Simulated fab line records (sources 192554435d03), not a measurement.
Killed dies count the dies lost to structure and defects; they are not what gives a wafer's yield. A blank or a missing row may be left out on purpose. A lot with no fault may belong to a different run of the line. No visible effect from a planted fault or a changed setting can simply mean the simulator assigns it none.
Matching of chambers ; flow n5-finfet ; N5_FIN_SAQP_ETCH_69 on rie-diel-04 has 4 sister chambers
The step etches SOC in N2/H2, stops on SiNx, target depth 150 nm. 4 wafers are shown with their chamber, then 9 later ones without.

WAFERS, EACH WITH ITS CHAMBER
wafer;chamber;throttle-valve-pct (%)
L079.2;0;18.17
L088.1;2;18.21
L088.3;1;17.90
L088.4;3;17.57

WAFERS WITHOUT THEIR CHAMBER
wafer;throttle-valve-pct (%)
L089.1;18.22
L089.3;17.90
L089.6;18.22
L091.1;17.89
L091.5;18.24
L091.6;17.91
L092.1;18.24
L092.2;17.61
L092.3;17.91

EACH ONE'S CHAMBER
wafer;from the rows above;in truth
L089.1;can't be placed: 2 or 0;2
L089.3;1;1
L089.6;can't be placed: 2 or 0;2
L091.1;1;1
L091.5;can't be placed: 2 or 0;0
L091.6;1;1
L092.1;can't be placed: 2 or 0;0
L092.2;3;3
L092.3;1;1
Placed correctly: 5 of 9. Unplaceable from these rows: 4, with the true chamber sitting among the candidates in 4. Number placed wrongly: 0.
How it was worked out, from the rows above alone: a wafer's distance from a chamber is the root of the sum, over the readings, of the square of ((its reading less the chamber's mean) divided by the reading's scatter). The wafer belongs to the nearest chamber; if the next one is less than 2 further off, it can't be placed. A chamber's mean is the mean of its shown wafers. The scatter: with one shown wafer a chamber, the root of the mean of the squares of how far each hidden wafer lies from its nearest shown one.
